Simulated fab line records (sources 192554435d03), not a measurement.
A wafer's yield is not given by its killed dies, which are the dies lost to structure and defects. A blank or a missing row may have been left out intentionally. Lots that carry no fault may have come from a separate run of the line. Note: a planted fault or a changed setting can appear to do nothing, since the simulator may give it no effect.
The tool behind it: which one?    flow n5 finfet    24 lots, 72 wafers sampled, at 6 steps of a route of 1938

WHAT EACH GAUGE READ, for each wafer
N5_FIN_SAQP_OVL_MEAS_17.
lot   measured     on          FIN_CORE_OVL (nm)
L074  day 1 21:31  overlay-02  -1.4 -0.5 -0.8
L075  day 2 04:53  overlay-01  -0.9 -0.2 0.1
L076  day 2 09:35  overlay-02  -1.2 -1.7 -1.4
L077  day 2 16:52  overlay-01  -0.7 0.2 -0.5
L078  day 2 21:43  overlay-01  1.2 1.9 1.2
L079  day 3 04:06  overlay-02  -0.6 -1.8 -0.1
L080  day 3 10:51  overlay-02  0.1 -0.5 -0.8
L081  day 3 16:05  overlay-01  0.9 1.0 0.6
L082  day 3 22:10  overlay-01  0.3 -0.6 -0.6
L083  day 4 03:52  overlay-01  -1.1 -0.1 0.2
L084  day 4 10:14  overlay-01  0.5 1.4 -0.1
L085  day 4 16:05  overlay-02  -1.4 0.1 0.1
L086  day 4 23:29  overlay-01  -0.1 1.8 1.6
L087  day 5 06:41  overlay-01  -0.3 -2.5 -1.6
L088  day 5 10:50  overlay-01  -1.3 0.0 -0.1
L089  day 5 17:10  overlay-01  0.5 -0.2 0.2
L090  day 5 23:49  overlay-01  1.3 -0.8 0.0
L091  day 6 06:25  overlay-02  0.0 0.6 0.8
L092  day 6 10:25  overlay-02  0.2 -0.5 0.9
L093  day 6 16:52  overlay-01  -0.7 -1.0 -0.3
L094  day 6 22:20  overlay-02  0.0 1.5 0.4
L095  day 7 04:32  overlay-01  1.0 0.6 0.6
L096  day 7 10:05  overlay-02  0.6 0.2 -0.4
L097  day 7 15:26  overlay-02  -1.6 0.1 -0.1

N5_FIN_SAQP_CD_MEAS_27: the cd target is 20 nm.
lot   measured     on         cd nm (nm)
L074  day 1 23:35  cd sem-03  20.36 20.26 20.06
L075  day 2 07:24  cd sem-02  20.20 20.15 20.55
L076  day 2 11:43  cd sem-03  20.49 20.45 20.03
L077  day 2 18:57  cd sem-02  20.32 20.12 20.31
L078  day 2 23:55  cd sem-02  20.19 20.47 20.60
L079  day 3 06:10  cd sem-02  20.23 20.05 20.47
L080  day 3 13:14  cd sem-03  20.39 20.37 20.37
L081  day 3 18:16  cd sem-02  20.48 19.96 19.92
L082  day 4 00:15  cd sem-02  20.21 20.58 20.22
L083  day 4 06:16  cd sem-02  20.36 20.65 20.05
L084  day 4 12:35  cd sem-02  19.98 19.92 20.26
L085  day 4 18:56  cd sem-03  20.07 20.38 20.38
L086  day 5 02:09  cd sem-03  20.53 20.27 20.19
L087  day 5 08:53  cd sem-03  20.33 20.30 20.36
L088  day 5 15:34  cd sem-02  20.80 20.49 20.46
L089  day 5 20:54  cd sem-02  20.30 20.13 20.61
L090  day 6 02:29  cd sem-03  20.23 20.24 19.89
L091  day 6 08:28  cd sem-01  20.10 20.27 20.69
L092  day 6 13:10  cd sem-03  20.24 20.67 20.61
L093  day 6 19:22  cd sem-02  20.38 20.23 20.23
L094  day 7 00:41  cd sem-01  20.36 20.45 20.22
L095  day 7 07:31  cd sem-02  20.80 20.24 20.57
L096  day 7 12:37  cd sem-02  20.15 20.35 20.32
L097  day 7 17:35  cd sem-03  20.28 20.38 20.62

N5_FIN_SAQP_INSPECT_40: inspects for defects (brightfield).
lot   measured     on                 raw defect count
L074  day 2 01:43  defect inspect-01  210 248 199
L075  day 2 09:43  defect inspect-01  242 217 276
L076  day 2 14:10  defect inspect-01  281 242 198
L077  day 2 21:05  defect inspect-01  203 321 368
L078  day 3 02:07  defect inspect-01  120 148 134
L079  day 3 08:39  defect inspect-01  242 253 202
L080  day 3 15:59  defect inspect-01  217 203 182
L081  day 3 20:38  defect inspect-01  204 297 209
L082  day 4 02:31  defect inspect-01  219 172 154
L083  day 4 09:20  defect inspect-01  134 163 168
L084  day 4 15:43  defect inspect-01  259 205 193
L085  day 4 22:16  defect inspect-02  169 251 242
L086  day 5 04:35  defect inspect-01  195 293 278
L087  day 5 11:27  defect inspect-01  180 180 232
L088  day 5 18:10  defect inspect-01  214 259 285
L089  day 5 23:58  defect inspect-01  194 245 221
L090  day 6 04:41  defect inspect-01  160 167 207
L091  day 6 10:49  defect inspect-02  189 170 188
L092  day 6 16:15  defect inspect-02  107 184 129
L093  day 6 21:44  defect inspect-02  220 188 266
L094  day 7 03:01  defect inspect-02  213 213 192
L095  day 7 09:53  defect inspect-01  218 244 148
L096  day 7 15:02  defect inspect-02  155 204 215
L097  day 7 20:19  defect inspect-02  280 212 264

WHAT TOOL EACH LOT RAN ON (gives the tool, then ch and the chambers of the sampled wafers, and finally the start)
lot   N5_FIN_SAQP_ALD_61                N5_FIN_SAQP_HM_OPEN_73             N5_FIN_SAQP_RECESS_71
L074  ald sin-01 ch 0,3, day 1 20:17    rie diel-01 ch 0,3, day 1 21:46    vapor etch-02 ch 0,1, day 2 00:30
L075  ald sin-04 ch 0,2,3, day 2 03:31  rie diel-01 ch 0,1, day 2 05:08    vapor etch-02 ch 0,1, day 2 08:20
L076  ald sin-01 ch 1,2, day 2 08:07    rie diel-05 ch 1,2, day 2 09:53    vapor etch-02 ch 1, day 2 12:51
L077  ald sin-03 ch 1,3, day 2 15:25    rie diel-04 ch 1,2,3, day 2 17:08  vapor etch-02 ch 1, day 2 19:49
L078  ald sin-03 ch 1,3, day 2 20:35    rie diel-01 ch 0,1, day 2 22:01    vapor etch-01 ch 0,1, day 3 00:55
L079  ald sin-01 ch 1,3, day 3 02:48    rie diel-05 ch 0,1,3, day 3 04:21  vapor etch-01 ch 0,1, day 3 07:22
L080  ald sin-01 ch 1,2, day 3 09:32    rie diel-04 ch 0,2, day 3 11:06    vapor etch-02 ch 0,1, day 3 14:08
L081  ald sin-01 ch 0,1,3, day 3 14:49  rie diel-04 ch 0,2,3, day 3 16:23  vapor etch-02 ch 0,1, day 3 19:19
L082  ald sin-04 ch 0,2,3, day 3 20:54  rie diel-05 ch 0,2,3, day 3 22:25  vapor etch-01 ch 0,1, day 4 01:14
L083  ald sin-03 ch 0,2,3, day 4 02:23  rie diel-04 ch 0,2,3, day 4 04:23  vapor etch-02 ch 0,1, day 4 07:09
L084  ald sin-01 ch 0,3, day 4 09:00    rie diel-05 ch 0,1,2, day 4 10:29  vapor etch-02 ch 0,1, day 4 13:28
L085  ald sin-01 ch 0,1,3, day 4 14:42  rie diel-05 ch 0,2, day 4 16:35    vapor etch-02 ch 0,1, day 4 20:01
L086  ald sin-01 ch 2,3, day 4 22:08    rie diel-04 ch 2,3, day 5 00:11    vapor etch-01 ch 0,1, day 5 03:23
L087  ald sin-03 ch 1,2, day 5 05:26    rie diel-04 ch 1,2,3, day 5 07:04  vapor etch-02 ch 0,1, day 5 10:01
L088  ald sin-04 ch 0,1,2, day 5 09:34  rie diel-05 ch 0,2, day 5 11:18    vapor etch-02 ch 0, day 5 16:48
L089  ald sin-04 ch 0,1,3, day 5 15:56  rie diel-04 ch 0,2,3, day 5 19:02  vapor etch-02 ch 0,1, day 5 22:23
L090  ald sin-01 ch 0,1,3, day 5 22:22  rie diel-05 ch 0,3, day 6 00:28    vapor etch-01 ch 0,1, day 6 03:26
L091  ald sin-01 ch 0,3, day 6 05:11    rie diel-05 ch 1,2,3, day 6 06:40  vapor etch-01 ch 0,1, day 6 09:34
L092  ald sin-03 ch 0,1, day 6 09:18    rie diel-05 ch 1,2,3, day 6 10:40  vapor etch-01 ch 0,1, day 6 14:23
L093  ald sin-04 ch 2,3, day 6 15:34    rie diel-04 ch 0,2, day 6 17:08    vapor etch-01 ch 0,1, day 6 20:29
L094  ald sin-04 ch 0,2, day 6 20:55    rie diel-04 ch 0,2,3, day 6 22:40  vapor etch-01 ch 0,1, day 7 01:35
L095  ald sin-01 ch 0,2, day 7 03:17    rie diel-04 ch 0,1,2, day 7 04:48  vapor etch-01 ch 0,1, day 7 08:36
L096  ald sin-01 ch 0,2, day 7 08:52    rie diel-04 ch 1,2,3, day 7 10:40  vapor etch-01 ch 0,1, day 7 13:36
L097  ald sin-01 ch 0,3, day 7 14:20    rie diel-05 ch 0,1,2, day 7 15:41  vapor etch-02 ch 1, day 7 18:34
- N5_FIN_SAQP_ALD_61: deposits SiO2, target thk 4 nm, pulse time 1 s, purge time 2 s.
- N5_FIN_SAQP_HM_OPEN_73: chemistry CHF3/O2, target SiO2, stops on a-Si, target depth 12 nm, time 16.8 s.
- N5_FIN_SAQP_RECESS_71: chemistry HF/NH3, target SiO2, target depth 3 nm, afs cycles 1, sublimation time 60 s.

WHAT THE TOOLS THEMSELVES READ (means of the sampled wafers that have a number; where no wafer has one, the mark that the record gives instead)
N5_FIN_SAQP_ALD_61.
lot   tool        heater power outer w (W)  heater power w (W)  precursor pulse height rel  susceptor temp C (C)
L074  ald sin-01  236                       423                 0.992                       300.02
L075  ald sin-04  263                       469                 1.021                       299.86
L076  ald sin-01  264                       461                 1.014                       300.13
L077  ald sin-03  302                       528                 1.008                       299.84
L078  ald sin-03  305                       500                 0.990                       299.93
L079  ald sin-01  247                       419                 1.015                       299.80
L080  ald sin-01  265                       468                 0.990                       299.94
L081  ald sin-01  251                       446                 1.003                       300.13
L082  ald sin-04  268                       458                 1.018                       299.90
L083  ald sin-03  265                       486                 0.980                       299.98
L084  ald sin-01  242                       447                 0.998                       299.92
L085  ald sin-01  253                       435                 1.008                       299.95
L086  ald sin-01  238                       435                 0.982                       300.05
L087  ald sin-03  290                       481                 1.000                       299.85
L088  ald sin-04  243                       433                 1.021                       299.89
L089  ald sin-04  258                       458                 0.999                       299.77
L090  ald sin-01  253                       437                 0.976                       300.01
L091  ald sin-01  242                       451                 0.985                       300.14
L092  ald sin-03  249                       446                 1.006                       300.24
L093  ald sin-04  267                       461                 0.985                       300.09
L094  ald sin-04  247                       447                 1.006                       300.02
L095  ald sin-01  257                       478                 1.026                       299.97
L096  ald sin-01  250                       471                 1.001                       300.05
L097  ald sin-01  235                       434                 0.991                       299.97

N5_FIN_SAQP_HM_OPEN_73.
lot   tool         drypump motor current A (A)  oes product au (a.u.)  rf vpp V (V)  showerhead plenum p Torr (Torr)  throttle valve pct (%)
L074  rie diel-01  5.2                          0.50                   520           2.36                             18.88
L075  rie diel-01  6.2                          0.57                   527           2.47                             19.05
L076  rie diel-05  6.5                          0.47                   528           2.46                             18.78
L077  rie diel-04  5.7                          0.46                   523           2.48                             18.71
L078  rie diel-01  6.2                          0.56                   527           2.46                             19.07
L079  rie diel-05  5.8                          0.49                   529           2.46                             18.77
L080  rie diel-04  6.3                          0.43                   522           2.36                             18.57
L081  rie diel-04  6.0                          0.44                   521           2.44                             18.58
L082  rie diel-05  5.9                          0.50                   526           2.44                             18.75
L083  rie diel-04  6.0                          0.44                   522           2.43                             18.59
L084  rie diel-05  6.2                          0.48                   529           2.42                             18.74
L085  rie diel-05  6.3                          0.50                   525           2.40                             18.71
L086  rie diel-04  5.7                          0.43                   519           2.49                             18.60
L087  rie diel-04  5.7                          0.45                   523           2.47                             18.74
L088  rie diel-05  5.9                          0.51                   527           2.38                             18.66
L089  rie diel-04  6.0                          0.43                   522           2.43                             18.61
L090  rie diel-05  5.6                          0.50                   526           2.41                             18.71
L091  rie diel-05  6.1                          0.45                   528           2.48                             18.88
L092  rie diel-05  6.1                          0.46                   528           2.48                             18.88
L093  rie diel-04  6.3                          0.42                   520           2.35                             18.62
L094  rie diel-04  6.0                          0.43                   522           2.42                             18.63
L095  rie diel-04  6.0                          0.43                   521           2.39                             18.77
L096  rie diel-04  5.7                          0.44                   523           2.46                             18.79
L097  rie diel-05  6.1                          0.46                   528           2.41                             18.80

N5_FIN_SAQP_RECESS_71.
lot   tool           drypump motor current A (A)
L074  vapor etch-02  5.3
L075  vapor etch-02  5.3
L076  vapor etch-02  5.3
L077  vapor etch-02  5.3
L078  vapor etch-01  6.2
L079  vapor etch-01  6.1
L080  vapor etch-02  5.3
L081  vapor etch-02  5.3
L082  vapor etch-01  6.0
L083  vapor etch-02  5.4
L084  vapor etch-02  5.3
L085  vapor etch-02  5.3
L086  vapor etch-01  6.0
L087  vapor etch-02  5.3
L088  vapor etch-02  5.3
L089  vapor etch-02  5.3
L090  vapor etch-01  6.2
L091  vapor etch-01  6.1
L092  vapor etch-01  6.1
L093  vapor etch-01  6.0
L094  vapor etch-01  6.1
L095  vapor etch-01  6.0
L096  vapor etch-01  6.0
L097  vapor etch-02  5.3

THE ANSWER, worked out from the rows above alone
Rule: the usual values come from the lots themselves. The widest of any qualifying gaps counts: lots, ordered by their means at a reading, are off when they make up no more than a third of the lots, leave a main group of 4 or more, and stand apart from it by 3 or more times the standard deviation of that group's means. A main group whose means are all the same, to the digits that the tables above print for the reading, isn't used. Also off: a lot with no number at a reading for which 4 or more lots have one. Any other lot the step has rows for is counted as sound. Order of review: gauges by route order, followed by the tools' own readings, for which a lot's mean as printed above is used. The first step at which some lot is off is used, and at that step the reading that is off furthest; a lot without a number counts as furthest.
Nothing can be told from this: no lot is off at any reading shown.

WHAT HAD BEEN PUT IN BY THE SIMULATOR
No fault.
